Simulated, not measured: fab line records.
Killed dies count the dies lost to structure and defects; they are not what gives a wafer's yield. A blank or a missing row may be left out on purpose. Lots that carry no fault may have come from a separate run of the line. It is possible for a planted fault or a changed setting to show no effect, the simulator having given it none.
A struck lot beside a sound one || flow nand-harc || 15 out of 1302 route steps
Sound: these wafers, L318.2, L318.4, L318.6. Wafers struck: L324.1, L324.4, L324.5. The cause comes at the end.
Per side, at each step with rows, come the tool, then ch with its chambers, and then its first start. Under that, the readings that differ: sound wafers || struck wafers || difference of the means || sigmas: that difference in standard deviations of wafers without a fault.
alike: a reading whose means differ by less than 2 such deviations, as well as words and numbers matching on both sides. not compared: withheld readings; readings where some wafer has no value; bounds like >300 that might hide an equal value; numbers whose values overlap and for which the record gives no deviation.
Wherever a step has rows on one side only, a row that says differs or no value, or a row with sigmas, the two part there. Numbers that have no deviation but don't overlap get no sigmas and don't part them. Lack of a reading on every wafer of one side parts them only where that side has two or more wafers.

first, 2 steps without rows for these wafers: NHARC_P_M2_DESCUM_14 (chemistry O2, time 3 s); NHARC_P_M2_ETCH_35 (etches the open film in N2/H2, target depth 40 nm, overetch 12 nm, time 43.94 s).
NHARC_P_M2_ETCH_15: etches the open film in C4F8/Ar, target depth 182.5 nm, time 91.2 s.
  sound: rie-diel-07 ch 0,1,2; struck: rie-diel-13 ch 1,3
  alike: oes-product-au, rf-vpp-V
  not compared: rf-hours-counter-h
NHARC_P_M2_CD_MEAS_16:
  sound on cd-sem-03, day 10 03:47; struck on cd-sem-01, day 12 10:22
  alike: cd-nm
then, 1 step without rows for these wafers: NHARC_P_M2_STRIP_18 (strips in N2/H2).
NHARC_P_M2_ETCH_28: etches the open film in CF4/N2, target depth 30 nm, time 72.99 s.
  sound: rie-diel-13 ch 0,2; struck: rie-diel-13 ch 1,3
  alike: drypump-motor-current-A, mfc-ar-sccm, oes-product-au, rf-vpp-V, showerhead-plenum-p-Torr, throttle-valve-pct
  not compared: rf-hours-counter-h
then, 1 step without rows for these wafers: NHARC_P_M2_STRIP_19 (strips in post etch residue remover, time 600 s).
NHARC_P_M2_DEGAS_29: time 60 s.
  sound on pvd-sputter-01, day 10 04:32; struck on pvd-sputter-02, day 12 11:05
  alike: heater-power-w
NHARC_P_M2_PRE_CLEAN_30: time 30 s.
  sound on pvd-sputter-01; struck on pvd-sputter-02
  alike: heater-power-w
then, 1 step without rows for these wafers: NHARC_P_M2_PVD_20 (deposits TaN, target thk 5 nm, time 8.06 s).
NHARC_P_M2_PVD_21: deposits Cu, target thk 30 nm, time 20.49 s.
  sound on pvd-sputter-01; struck on pvd-sputter-02
  alike: throttle-valve-pct
then, 1 step without rows for these wafers: NHARC_P_M2_ECD_22 (material Cu, target thk 400 nm).
NHARC_P_M2_ANNEAL_31: time 90 s.
  sound on rtp-anneal-01 ch 0, day 10 05:19; struck on rtp-anneal-01, day 12 11:50
  no value came back on the struck wafers for anneal-temp-c (C), anneal-temp-c-max, wafer_temp_C_max; on the sound wafers anneal-temp-c (C) reads 225.04 224.96 225.09
then, 1 step without rows for these wafers: NHARC_P_M2_CMP_23 (polishes, t overpolish 20 s, target thk 144.3 nm).
NHARC_END_SORT_01:
  the record has rows for the sound wafers here (prober-01 ch 0, day 28 00:31) and none for the struck ones

## WHERE THEY PART
Last at NHARC_END_SORT_01 as far as this record goes, first at NHARC_P_M2_ANNEAL_31.

WHY: what the simulator had put in
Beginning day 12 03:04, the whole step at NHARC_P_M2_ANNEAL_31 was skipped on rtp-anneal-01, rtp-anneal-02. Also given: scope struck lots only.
